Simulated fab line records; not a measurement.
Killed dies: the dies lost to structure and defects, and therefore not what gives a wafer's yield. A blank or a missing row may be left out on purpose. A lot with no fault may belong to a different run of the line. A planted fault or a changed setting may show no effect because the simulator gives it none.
fab line records | flow nandHarc
record lots=6 | wafers=18 | lastDay=25
route steps=1159 shown A_WL_FILL@813
lots that met no fault: from a run of the same line without faults
startH: hours from the record's opening day to when the first of the lot's shown wafers began | waitH: time in hours since the lot's previous step | " repeats the value in the row above | L1.1+2: several wafers, shown together as one row | - no value present, or no start provided | * or withheld: withheld | < > ~ a bound
route shown NAME@n: a module of which the file shows steps, and the number in the route of the first | usual: mean/standard deviation taken from wafers without a fault | same: alike in all rows | chamber/n: place in a boat | sites: each site's reading | _std_site: standard deviation across them | _edge_site: the outer-site mean with the inner-site mean subtracted | radiusMm: how far each site lies from the wafer's centre | mask NAME#n: copy n | behind: the most recent tool/chamber to have shaped the wafer | hold: why the lot went on hold/how many hours it stayed there/how the hold came to an end | device: names the non-switching transistor (n, p or np) | end of line: the tests these same wafers got at the end of their route | a step with no rows: only its recipe | killed: dies lost to structure and defects at the first sort, not the wafer's yield | map: shows each die of a wafer: x if killed, . if not, _ if none is there
set.NAME: the setting that was run; set.NAME@STEP: the one run at that earlier step | model.NAME: the simulator's own value behind a step, which no gauge read
a table for each step, a row for each wafer; lots at some steps of the route
services: the hour from which a tool's chamber was out of use, counted from the record's first day as startH (under 0 if before that day), plus the number of hours and why
## steps
# step NHARC_A_WL_FILL_CVD_03
# recipe targetThkA=400 | tempC=300 | pressureTorr=40 | wf6FlowSccm=40 | h2FlowSccm=1600 | arFlowSccm=1560 | timeS=3302 | material=W
# step NHARC_A_WL_FILL_ETCHBACK_04
# recipe targetDepthA=600 | timeS=120 | chemistry=NF3
# usual drypumpMotorCurrentA=5.9/0.37 | oesProductAu=1.007/0.0072 | runLengthS=141.6/0.4
lot.wafer | tool        | chamber | startH | waitH | drypumpMotorCurrentA | oesProductAu | rfHoursCounterH | runLengthS
L670.2    | rieMetal-03 | 1       | 380.83 | 2.4   | 6.5                  | 0.996        | 2.4             | 141.9
L670.3    | "           | 1       | "      | "     | 6.5                  | 1.002        | -               | 141.3
L670.6    | "           | 1       | "      | "     | 6.5                  | 0.999        | -               | 141.4
L668.1    | rieMetal-02 | 0       | 381.91 | 2.9   | 6.2                  | 1.005        | 5.2             | 142.1
L668.4    | "           | 1       | "      | "     | 5.7                  | 1.008        | -               | 141.9
L668.5    | "           | 1       | "      | "     | 5.7                  | 1.001        | -               | 141.8
L682.4    | rieMetal-02 | 0       | 444.46 | 2.0   | 6.2                  | 1.017        | -               | 141.7
L682.6    | "           | 1       | "      | "     | 5.7                  | 1.002        | -               | 141.8
L682.5    | "           | 0       | "      | "     | 6.2                  | 1.014        | -               | 142.5
L678.2    | rieMetal-01 | 1       | 444.49 | 2.8   | 5.5                  | 1.008        | 2.2             | 141.0
L678.1    | "           | 0       | "      | "     | 5.4                  | 1.015        | 2.2             | 142.1
L678.5    | "           | 1       | "      | "     | 5.5                  | 1.009        | -               | 141.0
L683.1    | rieMetal-03 | 0       | 451.57 | 2.4   | 5.7                  | 1.002        | 4.6             | 141.1
L683.4    | "           | 1       | "      | "     | 6.5                  | 1.001        | -               | 141.3
L683.5    | "           | 0       | "      | "     | 5.7                  | 1.008        | -               | 141.4
L685.1    | rieMetal-02 | 1       | 492.48 | 2.9   | 5.7                  | 1.002        | 3.2             | 141.9
L685.4    | "           | 0       | "      | "     | 6.2                  | 1.018        | -               | 141.8
L685.5    | "           | 0       | "      | "     | 6.1                  | 1.013        | -               | 142.6
# step NHARC_A_WL_FILL_ETCHBACK_05
# recipe targetDepthA=220 | timeS=60 | tempC=40 | chemistry=Cl2/BCl3
# usual drypumpMotorCurrentA=5.9/0.37 | oesProductAu=1.007/0.0072 | runLengthS=81.6/0.38 | tempC=40.01/0.12
lot.wafer | tool        | chamber | startH | waitH | drypumpMotorCurrentA | oesProductAu | rfHoursCounterH | runLengthS | tempC
L670.2    | rieMetal-03 | 1       | 381.08 | 0.2   | 6.5                  | 0.995        | 2.6             | 81.3       | 39.88
L670.3    | "           | 1       | "      | "     | 6.5                  | 1.000        | -               | 81.7       | 40.01
L670.6    | "           | 1       | "      | "     | 6.5                  | 1.001        | -               | 81.7       | 39.93
L668.1    | rieMetal-02 | 1       | 382.14 | 0.2   | 5.7                  | 1.003        | 5.3             | 81.8       | 40.04
L668.4    | "           | 0       | "      | "     | 6.2                  | 1.008        | -               | 81.7       | 40.28
L668.5    | "           | 1       | "      | "     | 5.7                  | 0.999        | -               | 82.0       | 40.17
L682.4    | rieMetal-02 | 1       | 444.63 | 0.1   | 5.7                  | 1.005        | -               | 81.9       | 39.82
L682.5    | "           | 0       | "      | "     | 6.2                  | 1.005        | -               | 81.8       | 39.97
L682.6    | "           | 1       | "      | "     | 5.7                  | 1.010        | -               | 81.7       | 39.83
L678.2    | rieMetal-01 | 0       | 444.73 | 0.2   | 5.4                  | 1.017        | 2.4             | 81.7       | 40.02
L678.1    | "           | 1       | "      | "     | 5.5                  | 1.006        | 2.4             | 80.9       | 40.07
L678.5    | "           | 1       | "      | "     | 5.5                  | 1.011        | -               | 81.0       | 39.87
L683.1    | rieMetal-03 | 0       | 451.79 | 0.2   | 5.7                  | 0.999        | 4.7             | 81.0       | 39.99
L683.4    | "           | 1       | "      | "     | 6.5                  | 0.996        | -               | 81.6       | 40.19
L683.5    | "           | 0       | "      | "     | 5.7                  | 1.002        | -               | 81.9       | 40.05
L685.1    | rieMetal-02 | 1       | 492.72 | 0.2   | 5.7                  | 1.011        | 3.3             | 81.6       | 40.02
L685.4    | "           | 0       | "      | "     | 6.1                  | 1.011        | -               | 82.1       | 39.81
L685.5    | "           | 1       | "      | "     | 5.7                  | 1.011        | -               | 81.9       | 39.95
# step NHARC_A_WL_FILL_STRIP_27
# recipe powerW=1500 | tempC=250 | timeS=20 | chemistry=N2/H2
# usual drypumpMotorCurrentA=5.7/0.49 | heaterPowerW=347/35 | tempC=250.03/0.17
lot.wafer | tool           | chamber | startH | waitH | drypumpMotorCurrentA | heaterPowerW | rfHoursCounterH | tempC
L670.2    | plasmaAsher-01 | 1       | 381.50 | 0.4   | 4.9                  | 397          | 35              | 249.92
L670.3    | "              | 0       | "      | "     | 5.6                  | 326          | -               | 249.97
L670.6    | "              | 1       | "      | "     | 5.0                  | 403          | -               | 250.15
L668.1    | plasmaAsher-01 | 0       | 382.26 | 0.1   | 5.6                  | 334          | 36              | 250.04
L668.4    | "              | 0       | "      | "     | 5.7                  | 344          | -               | 250.14
L668.5    | "              | 0       | "      | "     | 5.7                  | 331          | -               | 250.09
L682.4    | plasmaAsher-01 | 1       | 444.85 | 0.2   | 5.0                  | 394          | -               | 249.90
L682.6    | "              | 0       | "      | "     | 5.7                  | 327          | -               | 250.23
L682.5    | "              | 1       | "      | "     | 5.0                  | 406          | -               | 249.96
L678.2    | plasmaAsher-01 | 0       | 444.91 | 0.2   | 5.6                  | 328          | 54              | 250.11
L678.1    | "              | 1       | "      | "     | 4.9                  | 400          | 54              | 249.66
L678.5    | "              | 0       | "      | "     | 5.6                  | 330          | -               | 249.85
L683.1    | plasmaAsher-01 | 1       | 452.72 | 0.9   | 5.0                  | 401          | 60              | 250.38
L683.4    | "              | 1       | "      | "     | 5.0                  | 398          | -               | 250.15
L683.5    | "              | 1       | "      | "     | 5.0                  | 406          | -               | 249.86
L685.1    | plasmaAsher-02 | 1       | 492.86 | 0.1   | 6.2                  | 339          | 41              | 250.35
L685.4    | "              | 1       | "      | "     | 6.2                  | 337          | -               | 250.13
L685.5    | "              | 0       | "      | "     | 6.1                  | 309          | -               | 250.26
# step NHARC_A_WL_FILL_STRIP_28
# recipe timeS=1200 | tempC=72.5 | chemistry=postEtchResidueRemover
# step NHARC_A_WL_FILL_PRECLEAN_06
# recipe timeS=300 | chemistry=DIW
# step NHARC_A_WL_FILL_SRD_07
# step NHARC_A_WL_FILL_ANNEAL_08
# recipe tempC=450 | timeS=1800
# step NHARC_A_WL_FILL_ALD_10
# recipe targetThkA=500 | pulseTimeS=10 | aldCycles=500 | tempC=300 | material=SiO2
# usual heaterPowerOuterW=266/24 | heaterPowerW=485/37 | precursorPulseHeightRel=1.001/0.019
lot.wafer | tool     | chamber | startH | waitH | heaterPowerOuterW | heaterPowerW | precursorPulseHeightRel
L670.3    | aldHk-03 | 3       | 385.46 | 0.0   | 270               | 516          | 1.016
L670.2    | "        | 0       | "      | "     | 233               | 440          | 1.013
L670.6    | "        | 3       | 387.51 | 2.1   | 274               | 517          | 0.979
L668.4    | aldHk-01 | 2       | 386.43 | 1.0   | 287               | 487          | 1.002
L668.1    | "        | 0       | 387.47 | 2.1   | 298               | 536          | 1.013
L668.5    | "        | 1       | "      | "     | 251               | 457          | 0.972
L678.1    | aldHk-01 | 3       | 450.04 | 0.1   | 241               | 449          | 1.016
L678.2    | "        | 0       | "      | "     | 308               | 553          | 1.013
L678.5    | "        | 3       | 452.12 | 2.1   | 245               | 453          | 1.023
L682.4    | aldHk-03 | 3       | 453.66 | 3.7   | 287               | 530          | 0.993
L682.6    | "        | 0       | "      | "     | 226               | 437          | 0.997
L682.5    | "        | 1       | "      | "     | 267               | 483          | 0.975
L683.1    | aldHk-03 | 1       | 458.54 | 1.1   | 270               | 482          | 0.986
L683.4    | "        | 2       | "      | "     | 296               | 533          | 1.005
L683.5    | "        | 3       | "      | "     | 274               | 532          | 0.985
L685.1    | aldHk-01 | 2       | 499.11 | 1.1   | 300               | 509          | 0.999
L685.4    | "        | 0       | 501.16 | 3.1   | 307               | 562          | 1.014
L685.5    | "        | 2       | 503.21 | 5.2   | 305               | 497          | 0.975
# step NHARC_A_WL_FILL_ETCHBACK_16
# recipe targetDepthA=880 | timeS=17.6 | c4f8FlowSccm=withheld | o2FlowSccm=8 | arFlowSccm=withheld | rfW=600 | biasW=800 | chemistry=C4F8/O2/Ar
# usual oesProductAu=0.984/0.027 | rfVppV=723/4.5 | runLengthS=39.1/0.42
lot.wafer | tool       | chamber | startH | waitH | oesProductAu | rfHoursCounterH | rfVppV | runLengthS
L670.3    | rieDiel-03 | 3       | -      | -     | 0.991        | 4.1             | 718    | 39.8
L670.2    | "          | 0       | "      | "     | 0.995        | 4.2             | 724    | 39.7
L670.6    | "          | 3       | "      | "     | 0.994        | -               | 718    | 39.7
L668.4    | rieDiel-07 | 1       | -      | -     | 1.002        | 5.9             | 719    | 39.6
L668.1    | "          | 2       | "      | "     | 0.999        | 5.7             | 727    | 39.2
L668.5    | "          | 3       | "      | "     | 0.995        | -               | 729    | 38.5
L678.1    | rieDiel-03 | 2       | -      | -     | 1.000        | 1.3             | 729    | 38.4
L678.2    | "          | 3       | "      | "     | 0.979        | 1.5             | 717    | 39.7
L678.5    | "          | 1       | "      | "     | 0.986        | -               | 716    | 38.7
L682.5    | rieDiel-11 | 1       | -      | -     | 1.005        | -               | 723    | 38.6
L682.4    | "          | 2       | "      | "     | 0.997        | -               | 724    | 39.2
L682.6    | "          | 3       | "      | "     | 0.996        | -               | 727    | 39.2
L683.1    | rieDiel-03 | 0       | -      | -     | 0.989        | 1.8             | 725    | 39.6
L683.5    | "          | 1       | "      | "     | 0.992        | -               | 717    | 39.0
L683.4    | "          | 3       | "      | "     | 0.992        | -               | 717    | 39.5
L685.1    | rieDiel-11 | 3       | -      | -     | 0.999        | 9.6             | 726    | 38.7
L685.5    | "          | 3       | "      | "     | 0.994        | -               | 727    | 38.7
L685.4    | "          | 2       | "      | "     | 0.979        | -               | 724    | 39.6
# step NHARC_A_WL_FILL_STRIP_29
# recipe timeS=20 | o2FlowSccm=500 | arFlowSccm=0 | biasW=0 | chemistry=O2
# step NHARC_A_WL_FILL_ETCHBACK_17
# recipe targetDepthA=40 | timeS=26.7 | chemistry=Cl2/BCl3
# usual drypumpMotorCurrentA=5.7/0.41 | oesProductAu=1.007/0.0075 | runLengthS=48.1/0.37
lot.wafer | tool        | chamber | startH | waitH | drypumpMotorCurrentA | oesProductAu | rfHoursCounterH | runLengthS
L670.2    | rieMetal-01 | 1       | 390.25 | -     | 5.5                  | 1.003        | 1.4             | 47.4
L670.3    | "           | 0       | "      | "     | 5.4                  | 1.018        | -               | 48.3
L670.6    | "           | 0       | "      | "     | 5.3                  | 1.005        | -               | 48.4
L668.1    | rieMetal-01 | 1       | 390.78 | -     | 5.5                  | 0.995        | 1.4             | 47.4
L668.4    | "           | 1       | "      | "     | 5.5                  | 1.008        | -               | 47.4
L668.5    | "           | 1       | "      | "     | 5.5                  | 1.006        | -               | 47.8
L678.2    | rieMetal-02 | 0       | 454.90 | -     | 6.2                  | 1.011        | 1.9             | 48.5
L678.1    | "           | 1       | "      | "     | 5.7                  | 1.008        | 1.9             | 48.6
L678.5    | "           | 0       | "      | "     | 6.2                  | 1.011        | -               | 48.7
L682.4    | rieMetal-01 | 1       | 457.01 | -     | 5.5                  | 0.996        | -               | 38.6
L682.6    | "           | 1       | "      | "     | 5.5                  | 1.009        | -               | 38.8
L682.5    | "           | 0       | "      | "     | 5.4                  | 1.023        | -               | 48.5
L683.1    | rieMetal-01 | 1       | 462.37 | -     | 5.5                  | 1.017        | 3.2             | 38.7
L683.4    | "           | 1       | "      | "     | 5.5                  | 1.010        | -               | 39.2
L683.5    | "           | 0       | "      | "     | 5.3                  | 1.016        | -               | 48.1
L685.1    | rieMetal-03 | 1       | 506.01 | -     | 6.5                  | 1.022        | 1.2             | 47.9
L685.4    | "           | 0       | "      | "     | 5.7                  | 1.004        | -               | 47.9
L685.5    | "           | 0       | "      | "     | 5.7                  | 1.002        | -               | 48.0
# step NHARC_A_WL_FILL_PRECLEAN_18
# recipe timeS=30 | chemistry=dHF
## services
tool           | chamber | startH | hours | kind
plasmaAsher-02 | -       | 360.76 | 9.0   | pm
rieDiel-07     | 2       | 365.81 | 8.6   | repair
rieDiel-11     | -       | 366.74 | 9.0   | pm
rieDiel-07     | 0       | 376.39 | 14.0  | repair
rieDiel-03     | 2       | 381.54 | 4.2   | repair
rieDiel-11     | 2       | 383.68 | 9.5   | repair
rieMetal-02    | -       | 388.00 | 9.0   | pm
rieMetal-02    | 0       | 388.00 | 9.0   | ventCycle
rieMetal-02    | 1       | 388.00 | 9.0   | ventCycle
rieDiel-03     | -       | 392.30 | 9.0   | pm
plasmaAsher-01 | -       | 395.71 | 0.6   | repair
rieDiel-07     | -       | 405.20 | 9.0   | pm
rieDiel-03     | -       | 416.13 | 0.2   | repair
rieDiel-11     | 0       | 418.15 | 8.5   | repair
plasmaAsher-01 | -       | 431.37 | 4.1   | repair
plasmaAsher-02 | -       | 443.03 | 9.9   | repair
rieDiel-11     | 0       | 450.68 | 25.0  | repair
rieMetal-03    | -       | 453.13 | 9.0   | pm
plasmaAsher-01 | -       | 453.14 | 9.0   | pm
rieDiel-03     | 2       | 459.77 | 7.3   | repair
rieDiel-03     | 1       | 471.18 | 3.0   | repair
rieDiel-11     | 1       | 497.82 | 10.7  | repair
aldHk-03       | -       | 501.65 | 10.0  | pm
plasmaAsher-01 | -       | 505.40 | 1.2   | repair
## key
firstSign step=NHARC_A_WL_FILL_ETCHBACK_17 | reading=runLengthS | direction=down | sigmas=25 | usual=* | struck=*
effect none on later readings
metAt NHARC_A_WL_FILL_ETCHBACK_17
struckWafers L682.4,L682.6,L683.1,L683.4
laterRowsLeftOut L682.4,L682.6,L683.1,L683.4
sortLeftOut L682.4,L682.6,L683.1,L683.4
testerLeftOut L682,L683
onsetBetween 390.78 457.01
fault kind=processParameterDrift | tool=rieMetal-01 | chamber=1 | onsetH=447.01 | steps=NHARC_A_WL_FILL_ETCHBACK_17 | channel=timeS | offset=* | shape=step | endH=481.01 | actsIn=* | stated=*
# testerLeftOut: of these lots the tester's yield and bins aren't shown, on N5 and GAA mostly nor the transistor test; their killed dies are dies lost to structure and defects alone, not to doping, threshold or leakage, so they don't give the yield
# sortLeftOut: the simulated sort isn't trusted on such a fault, so these wafers' sort isn't shown, and their yield isn't known
# laterRowsLeftOut: the simulator's readings of these wafers behind a module that went badly wrong aren't trusted and aren't shown, but for the sort
